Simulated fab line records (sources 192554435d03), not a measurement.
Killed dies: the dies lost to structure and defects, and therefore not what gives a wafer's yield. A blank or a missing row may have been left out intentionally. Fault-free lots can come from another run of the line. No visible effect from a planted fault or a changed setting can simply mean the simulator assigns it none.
Split-lot study    flow n5_finfet    21 wafers read from 7 lots, route of 1938 steps

== ABOUT THE SPLIT ==
At N5_MOL_CONTACT_COAG_EXPOSE_37 (exposes mask VD, defocus 0 nm), the setting dose_mj was moved away from the recipe's 62 on 5 of the 21 wafers read, by -3.0% to +6.5%. The other wafers ran this setting at the recipe's value.

== FROM THE SPLIT TO THE READING: what the file shows between them, 2 steps ==
- N5_MOL_CONTACT_COAG_PEB_38: peb time 60 s
- N5_MOL_CONTACT_COAG_DEVELOP_39: develop time 30 s

== THE READING ==
cd_nm at N5_MOL_CONTACT_COAG_CD_MEAS_40, given in nm (cd target 25.1 nm). A value of 25.21 nm with a standard deviation of 0.26 nm is what fault-free wafers of this fab line usually give.

wafer   tool, chamber at the split  dose_mj as run  against the recipe  cd_nm, nm  against lot-mates on the recipe
L077.1  euv_scanner-02, 0           60.12           -3.0%               24.43      -0.59
L077.2  euv_scanner-02, 0           60.12           -3.0%               24.23      -0.79
L077.4  euv_scanner-02, 0           62              recipe              25.02      -
L079.1  euv_scanner-02, 0           62              recipe              25.72      -
L079.3  euv_scanner-02, 0           62              recipe              25.14      -
L079.4  euv_scanner-02, 0           62              recipe              25.28      -
L087.1  euv_scanner-02, 0           62              recipe              25.14      -
L087.2  euv_scanner-02, 0           62              recipe              25.23      -
L087.4  euv_scanner-02, 0           62              recipe              25.10      -
L089.2  euv_scanner-01, 0           60.83           -1.9%               24.94      -0.28
L089.3  euv_scanner-01, 0           62              recipe              25.22      -
L089.6  euv_scanner-01, 0           60.83           -1.9%               25.06      -0.16
L092.2  euv_scanner-01, 0           62              recipe              25.07      -
L092.4  euv_scanner-01, 0           62              recipe              24.60      -
L092.5  euv_scanner-01, 0           62              recipe              24.96      -
L093.3  euv_scanner-02, 0           66.01           +6.5%               26.72      +1.15
L093.5  euv_scanner-02, 0           62              recipe              25.44      -
L093.6  euv_scanner-02, 0           62              recipe              25.69      -
L096.3  euv_scanner-01, 0           62              recipe              24.84      -
L096.4  euv_scanner-01, 0           62              recipe              24.93      -
L096.6  euv_scanner-01, 0           62              recipe              24.99      -

FIT RESULTS
A straight line over all 21 wafers: cd_nm changes by +0.234 nm for each +1% of dose_mj; r = +0.84; the points scatter about the line by 0.28 nm.
The same after taking each lot's own level away (the mean of its wafers on the recipe; 21 wafers): +0.185 nm for each +1%; r = +0.91; scatter 0.15 nm.
On that fit, the largest move of dose_mj shifts the reading by 1.2 nm.
The lots' own levels span 24.877 to 25.565 nm, that is 2.6 times the standard deviation above.
In other words, the slope is changed by the lot-to-lot level; the two fits disagree.
Check: +1.3 nm against its lot-mates is what the line predicts for one of the wafers moved furthest among these (+6.5%) when that wafer is left out of the fit. It came out at +1.15 nm against them.

== THESE WAFERS: OTHER SPLITS ==
Note: prior to the reading, these wafers also went through further splits. Each is held against what the fit with the lots' levels taken away leaves over:
other split on the same wafers        wafers away from the commonest value  r with cd_nm (lot level and that fit taken away)
N5_MOL_CONTACT_COAG_COAT_64 spin_rpm  7                                     -0.09

== THE FILE'S OWN FIT ==
cd_nm changes by +0.183 nm for each +1% of dose_mj, r = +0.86.
